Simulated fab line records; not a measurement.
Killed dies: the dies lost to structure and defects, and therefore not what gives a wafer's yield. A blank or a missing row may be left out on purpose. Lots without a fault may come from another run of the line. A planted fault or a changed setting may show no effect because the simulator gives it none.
What tool caused it? ; flow nandHarc ; 13 lots, 39 wafers sampled, at 5 steps of a route of 1159

== WHAT EACH GAUGE READ, for each wafer ==
NHARC_A_BONDPAD_OVL_MEAS_35.
lot;measured;on;overlayXNm (nm);overlayYNm (nm)
L287;day 18 02:53;overlay-02;-1 -2 -1;2 2 2
L285;day 18 05:59;overlay-01;-2 -1 -1;2 1 2
L290;day 18 08:49;overlay-02;-4 -5 -4;-10 -10 -10
L289;day 18 11:41;overlay-01;13 13 13;4 4 4
L292;day 19 09:52;overlay-02;-11 -11 -11;-1 -1 -1
L295;day 20 09:35;overlay-02;-6 -6 -6;0 0 0
L296;day 21 01:25;overlay-01;5 5 5;-9 -9 -8
L297;day 21 01:46;overlay-02;15 15 15;-2 -3 -2
L298;day 21 09:02;overlay-02;-5 -5 -5;-13 -13 -12
L302;day 21 23:13;overlay-01;-14 -13 -13;7 8 7
L301;day 22 00:25;overlay-02;-5 -5 -5;4 4 4
L304;day 22 05:10;overlay-02;3 3 3;0 0 0
L305;day 22 20:19;overlay-01;-1 -1 -1;0 0 0

NHARC_END_SORT_01.
lot;measured;on;defectLimitedYield (%);killedAtArray;killedAtOther;killedAtPeriphery;killedDies;killedOpen;killedShort;sort_bin_2_pct (%);sort_bin_3_pct (%);sort_bin_4_pct (%);sortNPass;sortRimYieldPct (%);sortYieldPct (%)
L287;day 19 10:56;prober-02;96.0 95.6 96.3;24 23 21;0 2 2;3 5 2;27 30 25;5 3 5;1 0 0;0.9 1.8 1.0;0.15 0.30 0;3.0 2.4 2.7;650 647 652;95.3 93.4 98.1;96.0 95.6 96.3
L285;day 19 18:47;prober-01;96.5 97.2 96.8;19 10 20;2 4 2;3 5 0;24 19 22;5 8 5;0 2 2;0.9 0.7 0.7;0.15 0 0;2.5 2.1 2.5;653 658 655;94.3 95.3 98.1;96.5 97.2 96.8
L290;day 20 02:28;prober-02;96.5 96.0 97.6;21 23 14;0 0 0;3 4 2;24 27 16;2 4 3;2 1 1;0.6 0.7 0.4;0 0.15 0;3.0 3.1 1.9;653 650 661;91.5 90.6 94.3;96.5 96.0 97.6
L289;day 20 03:19;prober-01;97.0 97.2 96.8;20 18 20;0 1 1;0 0 1;20 19 22;3 4 2;2 0 1;0.7 0.7 1.3;0.30 0.15 0;1.9 1.9 1.9;657 658 655;94.3 93.4 93.4;97.0 97.2 96.8
L292;day 20 19:17;prober-02;94.5 96.2 97.5;33 25 16;0 0 0;4 1 1;37 26 17;6 3 2;1 2 2;1.9 1.0 0.7;0.15 0 0.44;3.4 2.8 1.3;640 651 660;89.6 93.4 93.4;94.5 96.2 97.5
L295;day 21 17:27;prober-01;94.5 95.1 95.0;30 24 27;0 0 0;7 9 7;37 33 34;3 5 4;1 2 2;2.4 1.5 2.1;0.30 0.44 0.30;2.8 3.0 2.7;640 644 643;95.3 95.3 93.4;94.5 95.1 95.0
L296;day 22 20:52;prober-02;0 0 96.9;15 16 20;662 660 0;0 1 1;677 677 21;3 2 0;1 2 2;0.9 0.7 0.4;97.78 97.49 0.44;1.3 1.8 2.2;0 0 656;0 0 94.3;0 0 96.9
L297;day 22 13:55;prober-02;0 96.5 96.3;17 15 20;655 0 2;5 9 3;677 24 25;2 5 5;1 1 4;0.9 1.5 1.3;96.75 0.30 0.30;2.4 1.8 2.1;0 653 652;0 97.2 96.2;0 96.5 96.3
L298;day 22 13:58;prober-01;95.4 96.3 95.7;24 23 27;0 0 0;7 2 2;31 25 29;5 6 5;2 2 1;0.7 0.7 0.9;0.30 0.30 0.30;3.5 2.7 3.1;646 652 648;96.2 92.5 94.3;95.4 96.3 95.7
L302;day 23 10:17;prober-01;94.5 96.0 95.9;30 24 26;2 1 0;5 2 2;37 27 28;5 3 1;5 1 1;1.8 0.7 1.0;0.44 0.15 0.44;3.2 3.1 2.7;640 650 649;94.3 92.5 93.4;94.5 96.0 95.9
L301;day 23 10:20;prober-02;95.4 95.1 95.0;26 28 27;0 0 1;5 5 6;31 33 34;5 1 4;1 3 3;1.3 0.9 1.5;0.15 0.44 0.44;3.1 3.5 3.1;646 644 643;95.3 96.2 95.3;95.4 95.1 95.0
L304;day 23 19:01;prober-02;93.6 95.0 95.7;34 28 22;0 0 0;9 6 7;43 34 29;3 4 3;2 3 0;0.7 1.8 1.9;1.18 0.59 0.15;4.4 2.7 2.2;634 643 648;91.5 88.7 93.4;93.6 95.0 95.7
L305;day 24 09:38;prober-01;96.2 96.6 96.5;22 19 21;0 1 0;4 3 3;26 23 24;4 7 2;0 1 2;1.3 1.2 1.5;0.15 0 0;2.4 2.2 2.1;651 654 653;97.2 96.2 99.1;96.2 96.6 96.5

== EACH LOT AND THE TOOL THAT RAN IT (in order: tool; ch and the chambers of the sampled wafers; start) ==
lot;NHARC_A_M1_CMP_23;NHARC_A_BONDPAD_DEGAS_25;NHARC_THIN_TSV_PVD_24
L287;cmp-04 ch 1,2,3, day 18 00:24;pvdSputter-02, day 18 04:00;pvdSputter-03, day 18 21:43
L285;cmp-04 ch 2,3, day 18 03:29;pvdSputter-03, day 18 07:05;pvdSputter-01, day 19 04:08
L290;cmp-04 ch 0,3, day 18 06:19;pvdSputter-02, day 18 10:01;pvdSputter-02, day 19 06:16
L289;cmp-04 ch 1,2, day 18 09:19;pvdSputter-03, day 18 12:45;pvdSputter-01, day 19 10:51
L292;cmp-03 ch 0,1,3, day 19 07:23;pvdSputter-02, day 19 11:02;pvdSputter-02, day 20 09:34
L295;cmp-03 ch 2,3, day 20 06:58;pvdSputter-01, day 20 10:40;pvdSputter-01, day 21 08:02
L296;cmp-04 ch 2,3, day 20 22:16;pvdSputter-03, day 21 02:32;pvdSputter-03, day 22 02:32
L297;cmp-02 ch 0,2,3, day 20 23:16;pvdSputter-01, day 21 02:56;pvdSputter-03, day 22 01:40
L298;cmp-04 ch 1,2, day 21 06:29;pvdSputter-01, day 21 10:07;pvdSputter-02, day 22 05:21
L302;cmp-03 ch 2,3, day 21 20:36;pvdSputter-03, day 22 00:22;pvdSputter-02, day 23 00:50
L301;cmp-04 ch 0,1,2, day 21 21:31;pvdSputter-03, day 22 01:37;pvdSputter-01, day 23 03:10
L304;cmp-04 ch 0,3, day 22 02:43;pvdSputter-03, day 22 06:16;pvdSputter-01, day 23 05:16
L305;cmp-04 ch 1,3, day 22 17:46;pvdSputter-01, day 22 21:59;pvdSputter-01, day 23 18:59
- NHARC_A_M1_CMP_23: polishes, t overpolish 20 s, target thk 154.34 nm.
- NHARC_A_BONDPAD_DEGAS_25: time 60 s.
- NHARC_THIN_TSV_PVD_24: deposits Al, target thk 800 nm.

== WHAT THE TOOLS THEMSELVES READ (means of the sampled wafers that have a number; where no wafer has one, the mark that the record gives instead) ==
NHARC_A_M1_CMP_23.
lot;tool;motorCurrentA (A);timeToEndpointS (s)
L287;cmp-04;12.3;30.3
L285;cmp-04;11.8;28.6
L290;cmp-04;12.7;26.9
L289;cmp-04;13.8;29.3
L292;cmp-03;14.2;32.5
L295;cmp-03;11.5;29.6
L296;cmp-04;11.5;30.1
L297;cmp-02;12.3;28.4
L298;cmp-04;12.8;29.7
L302;cmp-03;12.5;31.6
L301;cmp-04;13.8;28.9
L304;cmp-04;12.8;28.0
L305;cmp-04;13.7;29.6

NHARC_A_BONDPAD_DEGAS_25.
lot;tool;heaterPowerW (W)
L287;pvdSputter-02;447
L285;pvdSputter-03;513
L290;pvdSputter-02;444
L289;pvdSputter-03;463
L292;pvdSputter-02;439
L295;pvdSputter-01;462
L296;pvdSputter-03;431
L297;pvdSputter-01;493
L298;pvdSputter-01;426
L302;pvdSputter-03;501
L301;pvdSputter-03;464
L304;pvdSputter-03;511
L305;pvdSputter-01;506

== THE ANSWER, worked out from the rows above alone ==
Rule: usual is defined by the lots themselves. Put in order of their means at a reading, lots are off if they are a third of the lots or fewer, leave a main group of 4 or more, and stand apart from it by a gap of 3 or more times the standard deviation of the main group's means; of several such gaps the widest counts. Not used: any main group whose means are identical at the precision the tables above print for the reading. A lot without any number at a reading at which 4 lots or more have one is off too. The other lots that the step has rows for count as sound. The gauges are gone through in route order, then the tools' own readings, and for those a lot's mean is taken as printed above. At the first step where some lot is off, the reading lying furthest off is the one used; lots without a number count as furthest.
Off: L296, L297 (NHARC_END_SORT_01, killedAtOther). Mean 0.6 and standard deviation 0.79 in the main group.
A tool fits if, at a process step before that reading, it ran every lot that is off, and no sound lot after the first of them. Gauges at NHARC_END_SORT_01: tried the same way as those tools. One fits: pvdSputter-03 at NHARC_THIN_TSV_PVD_24. A fault onset in the window from L287 (day 18 21:43, its last sound lot) to L297 (day 22 01:40, its first lot off) fits.

== WHAT WAS PUT IN BY THE SIMULATOR ==
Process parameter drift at NHARC_THIN_TSV_PVD_24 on pvdSputter-03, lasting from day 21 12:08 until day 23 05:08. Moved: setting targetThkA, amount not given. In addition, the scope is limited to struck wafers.
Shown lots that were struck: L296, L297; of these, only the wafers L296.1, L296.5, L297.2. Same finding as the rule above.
